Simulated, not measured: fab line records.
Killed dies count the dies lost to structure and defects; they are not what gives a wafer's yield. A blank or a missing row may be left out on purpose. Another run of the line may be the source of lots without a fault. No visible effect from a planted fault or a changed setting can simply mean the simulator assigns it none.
Chamber matching    flow nandHarc    NHARC_A_ZERO_WELL_ETCH_13 on rieSi-02: 4 sister chambers
The step etches the open film in HBr/Cl2, target depth 120 nm, time 40.1 s. 16 wafers are shown with their chamber, then 7 later ones without.

== WAFERS PAIRED WITH THEIR CHAMBERS ==
wafer   chamber  drypumpMotorCurrentA (A)  oesProductAu (a.u.)  throttleValvePct (%)
L662.1  1        5.9                       1.002                26.405
L662.3  3        5.7                       1.007                26.399
L662.6  1        5.9                       0.999                26.411
L664.2  2        4.9                       1.005                26.392
L664.4  0        6.0                       1.012                26.401
L664.5  0        6.0                       1.007                26.411
L666.1  0        6.0                       1.008                26.399
L666.4  1        5.9                       0.995                26.389
L666.6  0        6.0                       1.006                26.417
L668.1  1        5.8                       1.005                26.407
L668.2  3        5.7                       1.001                26.409
L668.6  0        6.0                       1.003                26.409
L669.2  3        5.7                       1.002                26.408
L669.3  0        6.0                       1.004                26.401
L669.4  1        5.9                       1.003                26.404
L670.3  2        4.9                       1.005                26.412

SIGNATURES (averages over the wafers above)
reading               chamber 0  chamber 1  chamber 2  chamber 3  scatter within a chamber
drypumpMotorCurrentA  6.000      5.880      4.900      5.700      0.0258
oesProductAu          1.00667    1.00080    1.00500    1.00333    0.00333
throttleValvePct      26.40633   26.40320   26.40200   26.40533   0.00814
Rule: for a wafer and a chamber, the distance is found by dividing, reading by reading, the gap between the wafer's reading and the chamber's mean by the reading's scatter, squaring, summing and taking the root. The wafer belongs to the nearest chamber; if the next one is less than 2 further off, it can't be placed. The scatter: the root of (the sum of the squares of (reading less its chamber's mean) over the shown wafers, divided by (wafers less chambers)).

== WAFERS WHOSE CHAMBER IS MISSING ==
wafer   drypumpMotorCurrentA (A)  oesProductAu (a.u.)  throttleValvePct (%)
L670.4  5.9                       1.002                26.398
L670.6  5.8                       1.009                26.406
L673.2  6.0                       1.010                26.398
L673.4  4.9                       1.007                26.403
L673.6  4.9                       1.006                26.418
L676.4  5.9                       0.986                26.388
L676.6  4.9                       0.985                26.385

== WHICH CHAMBER EACH WENT THROUGH ==
wafer   from the rows above      in truth
L670.4  1                        1
L670.6  can't be placed: 1 or 3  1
L673.2  0                        0
L673.4  2                        2
L673.6  2                        2
L676.4  1                        1
L676.6  2                        2
Correct placement for 6 of the 7. Can't be placed from these rows: 1 (the true chamber is among the candidates in 1). 0 placed wrongly.
